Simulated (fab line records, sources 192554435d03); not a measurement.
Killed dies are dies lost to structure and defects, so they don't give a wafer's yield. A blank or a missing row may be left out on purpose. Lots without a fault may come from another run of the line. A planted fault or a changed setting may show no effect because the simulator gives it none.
One fault seen from 2 desks | flow n5_finfet | each desk has only its own numbers; what lay behind them comes last

THE METROLOGY DESK
What the gauges read, lot by lot, whatever tool the lot ran on: means of the sampled wafers that have a number. A lot is out of limits, marked OUT, if its mean lies more than 4 standard deviations from the usual mean; the brackets give that distance.
Columns: A = cd_nm at N5_MOL_CONTACT_COAG_CD_MEAS_99, usual 17.3 nm
lot  | first seen here | A
L183 | day 5 11:10     | 17.1
L188 | day 6 15:20     | 17.3
L194 | day 8 06:39     | 17.3
L199 | day 9 11:56     | 17.1
L201 | day 9 23:40     | 17.1
This desk's finding: nothing out of limits on any of the 5 lots.

THE TOOL OWNER'S DESK: pvd_sputter-01
The tool's own readings at N5_MOL_CONTACT_COAG_SPUTTER_143 (material Co, target thk 2.5 nm): means of the sampled wafers that have a number, for each lot that ran on this tool. A lot is out of limits, marked OUT, if its mean lies more than 4 standard deviations from the usual mean; the brackets give that distance.
Columns: A = susceptor_temp_C at N5_MOL_CONTACT_COAG_SPUTTER_143, usual 25.00 C; B = throttle_valve_pct at N5_MOL_CONTACT_COAG_SPUTTER_143, usual 29.6 %
lot  | first seen here | A     | B
L183 | day 5 13:23     | 25.01 | 30.1
L194 | day 8 09:08     | 25.10 | 29.9
This desk's finding: nothing out of limits on any of the 2 lots.

PUT TOGETHER
The metrology desk saw nothing out of limits.
The tool owner's desk saw nothing out of limits.

WHAT THE SIMULATOR HAD PUT IN
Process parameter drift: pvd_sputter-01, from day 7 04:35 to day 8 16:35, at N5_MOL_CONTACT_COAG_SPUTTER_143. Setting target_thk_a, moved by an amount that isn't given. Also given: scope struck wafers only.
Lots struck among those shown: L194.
